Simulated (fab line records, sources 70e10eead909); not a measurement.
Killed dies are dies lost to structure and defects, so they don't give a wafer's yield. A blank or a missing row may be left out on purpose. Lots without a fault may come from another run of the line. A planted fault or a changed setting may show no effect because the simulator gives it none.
Which tool did it? | flow nand_harc | 12 lots, 36 wafers sampled, at 5 steps of a route of 1302

WHAT THE GAUGES READ, wafer by wafer
NHARC_A_SGD_CUT_OVL_MEAS_10.
lot  | measured     | on         | overlay_x_nm (nm) | overlay_y_nm (nm)
L805 | day 19 16:16 | overlay-02 | -1.1 -1.0 -0.9    | -0.3 -0.5 -0.3
L807 | day 19 16:00 | overlay-01 | -0.6 0.2 0.3      | 1.5 1.6 1.9
L806 | day 19 15:42 | overlay-01 | 0.7 0.4 0.3       | -0.3 -0.5 -0.6
L808 | day 20 23:05 | overlay-02 | 0.6 -0.1 0.5      | 0.7 0.2 0.0
L810 | day 20 22:55 | overlay-02 | 0.8 0.5 0.3       | 0.7 0.9 1.2
L809 | day 21 03:18 | overlay-01 | 1.1 1.4 1.7       | -0.8 -0.9 -1.3
L811 | day 22 14:43 | overlay-01 | 0.7 0.1 0.0       | 0.0 0.0 0.4
L820 | day 25 12:35 | overlay-02 | 12.0 11.8 11.6    | -0.1 -0.7 -0.5
L821 | day 25 21:02 | overlay-02 | 11.5 11.0 11.5    | -0.2 0.4 -0.1
L824 | day 26 16:22 | overlay-01 | 0.8 0.9 0.7       | 0.3 0.9 1.4
L826 | day 28 15:48 | overlay-01 | 0.8 0.7 0.9       | -1.2 -0.4 -0.7
L828 | day 28 18:19 | overlay-02 | -0.1 0.1 0.4      | 0.0 -0.5 -0.6

WHICH TOOL RAN EACH LOT (tool, then ch and the chambers of the sampled wafers, then the start)
lot  | NHARC_A_STAIRCASE_ETCH_444         | NHARC_A_STAIRCASE_ETCHBACK_157     | NHARC_A_STAIRCASE_CMP_472     | NHARC_A_SGD_CUT_EXPOSE_06
L805 | rie_diel-10 ch 0,1,2, day 19 07:59 | rie_diel-08 ch 1,2,3, day 19 14:21 | cmp-03 ch 0,1,2, day 19 15:02 | arfi_scanner-02 ch 0, day 19 16:02
L807 | rie_diel-08 ch 0,2,3, day 19 08:31 | rie_diel-10 ch 0,3, day 19 14:05   | cmp-04 ch 0,1,2, day 19 14:40 | arfi_scanner-03 ch 0, day 19 15:46
L806 | rie_diel-07 ch 1,2,3, day 19 09:25 | rie_diel-08 ch 0,2,3, day 19 14:07 | cmp-01 ch 0,1,2, day 19 14:39 | arfi_scanner-02 ch 0, day 19 15:29
L808 | rie_diel-07 ch 1,3, day 20 14:44   | rie_diel-10 ch 2,3, day 20 21:12   | cmp-01 ch 0,2,3, day 20 21:52 | arfi_scanner-03 ch 0, day 20 22:51
L810 | rie_diel-10 ch 0,3, day 20 15:04   | rie_diel-10 ch 0,1, day 20 20:54   | cmp-03 ch 2,3, day 20 21:41   | arfi_scanner-01 ch 0, day 20 22:41
L809 | rie_diel-08 ch 0,1, day 20 19:12   | rie_diel-08 ch 1,2, day 21 01:35   | cmp-04 ch 1,2, day 21 02:12   | arfi_scanner-03 ch 0, day 21 03:05
L811 | rie_diel-07 ch 0,1,2, day 22 08:02 | rie_diel-08 ch 0,2,3, day 22 12:58 | cmp-04 ch 0,2,3, day 22 13:32 | arfi_scanner-02 ch 0, day 22 14:29
L820 | rie_diel-08 ch 0,1, day 25 01:56   | rie_diel-10 ch 1,2,3, day 25 10:55 | cmp-03 ch 1,2,3, day 25 11:31 | arfi_scanner-03 ch 0, day 25 12:21
L821 | rie_diel-10 ch 1,2,3, day 25 14:42 | rie_diel-08 ch 0,2,3, day 25 19:25 | cmp-04 ch 0,1, day 25 19:54   | arfi_scanner-03 ch 0, day 25 20:49
L824 | rie_diel-10 ch 1,2, day 26 09:04   | rie_diel-10 ch 0,1,2, day 26 14:38 | cmp-03 ch 2,3, day 26 15:08   | arfi_scanner-02 ch 0, day 26 16:09
L826 | rie_diel-08 ch 1,3, day 28 07:56   | rie_diel-07 ch 0,2, day 28 14:02   | cmp-01 ch 1,2,3, day 28 14:37 | arfi_scanner-02 ch 0, day 28 15:34
L828 | rie_diel-10 ch 0,2,3, day 28 10:56 | rie_diel-10 ch 1,3, day 28 16:34   | cmp-03 ch 0,3, day 28 17:05   | arfi_scanner-01 ch 0, day 28 18:05
- NHARC_A_STAIRCASE_ETCH_444: etches the open film in C4F8/O2, target depth 20400 nm, time 6800 s.
- NHARC_A_STAIRCASE_ETCHBACK_157: etches the open film in CH3F/O2, target depth 90 nm, time 167.14 s.
- NHARC_A_STAIRCASE_CMP_472: polishes SiO2.
- NHARC_A_SGD_CUT_EXPOSE_06: exposes mask SGD.

WHAT THE TOOLS THEMSELVES READ (means of the sampled wafers that have a number; where no wafer has one, the mark that the record gives instead)
NHARC_A_STAIRCASE_ETCH_444.
lot  | tool        | oes_product_au (a.u.) | rf_vpp_V (V)
L805 | rie_diel-10 | 0.950                 | 803
L807 | rie_diel-08 | 0.935                 | 809
L806 | rie_diel-07 | 0.921                 | 809
L808 | rie_diel-07 | 0.923                 | 807
L810 | rie_diel-10 | 0.965                 | 802
L809 | rie_diel-08 | 0.933                 | 810
L811 | rie_diel-07 | 0.969                 | 808
L820 | rie_diel-08 | 0.951                 | 807
L821 | rie_diel-10 | 0.926                 | 801
L824 | rie_diel-10 | 0.956                 | 813
L826 | rie_diel-08 | 0.926                 | 802
L828 | rie_diel-10 | 0.939                 | 806

NHARC_A_STAIRCASE_ETCHBACK_157.
lot  | tool        | drypump_motor_current_A (A) | oes_product_au (a.u.) | rf_vpp_V (V) | showerhead_plenum_p_Torr (Torr) | throttle_valve_pct (%)
L805 | rie_diel-08 | 6.3                         | 0.93                  | 244.0        | 2.44                            | 20.657
L807 | rie_diel-10 | 5.5                         | 1.01                  | 242.7        | 2.35                            | 20.659
L806 | rie_diel-08 | 6.0                         | 0.94                  | 244.7        | 2.51                            | 20.662
L808 | rie_diel-10 | 5.5                         | 1.01                  | 243.8        | 2.31                            | 20.652
L810 | rie_diel-10 | 5.4                         | 1.01                  | 244.0        | 2.44                            | 20.668
L809 | rie_diel-08 | 6.5                         | 1.01                  | 245.0        | 2.50                            | 20.652
L811 | rie_diel-08 | 6.1                         | 0.92                  | 244.5        | 2.50                            | 20.658
L820 | rie_diel-10 | 5.5                         | 0.93                  | 241.9        | 2.36                            | 20.662
L821 | rie_diel-08 | 6.1                         | 0.99                  | 244.4        | 2.49                            | 20.662
L824 | rie_diel-10 | 5.4                         | 1.00                  | 244.5        | 2.49                            | 20.662
L826 | rie_diel-07 | 6.1                         | 1.00                  | 246.3        | 2.63                            | 20.663
L828 | rie_diel-10 | 5.3                         | 0.99                  | 244.0        | 2.40                            | 20.673

NHARC_A_STAIRCASE_CMP_472.
lot  | tool   | motor_current_A (A)
L805 | cmp-03 | 12.7
L807 | cmp-04 | 12.5
L806 | cmp-01 | 12.0
L808 | cmp-01 | 11.4
L810 | cmp-03 | 14.0
L809 | cmp-04 | 13.1
L811 | cmp-04 | 11.8
L820 | cmp-03 | 13.3
L821 | cmp-04 | 12.2
L824 | cmp-03 | 13.2
L826 | cmp-01 | 12.2
L828 | cmp-03 | 12.8

THE ANSWER, worked out from the rows above alone
Rule: what is usual is taken from the lots themselves. Put in order of their means at a reading, lots are off if they are a third of the lots or fewer, leave a main group of 4 or more, and stand apart from it by a gap of 3 or more times the standard deviation of the main group's means; of several such gaps the widest counts. A main group whose means are all the same, to the digits that the tables above print for the reading, isn't used. A lot without any number at a reading at which 4 lots or more have one is off too. The other lots that the step has rows for count as sound. The gauges are gone through in route order, then the tools' own readings, and for those a lot's mean is taken as printed above. The first step at which some lot is off is used, and at that step the reading that is off furthest; a lot without a number counts as furthest.
Off: L820, L821, at NHARC_A_SGD_CUT_OVL_MEAS_10 (overlay_x_nm). The main group: mean 0.4 nm, standard deviation 0.6.
A tool fits if, at a process step before that reading, it ran every lot that is off, and no sound lot after the first of them. The gauges at NHARC_A_SGD_CUT_OVL_MEAS_10 are tried like those tools. One fits: arfi_scanner-03 at NHARC_A_SGD_CUT_EXPOSE_06. Its last sound lot is L809 (day 21 03:05), its first lot that is off L820 (day 25 12:21): a fault that began between those two fits.

WHAT THE SIMULATOR HAD PUT IN
Scanner matching overlay: arfi_scanner-03, from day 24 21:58 on, at NHARC_A_SGD_CUT_EXPOSE_06. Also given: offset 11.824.
Lots struck among those shown: L820, L821. The rule above found the same.
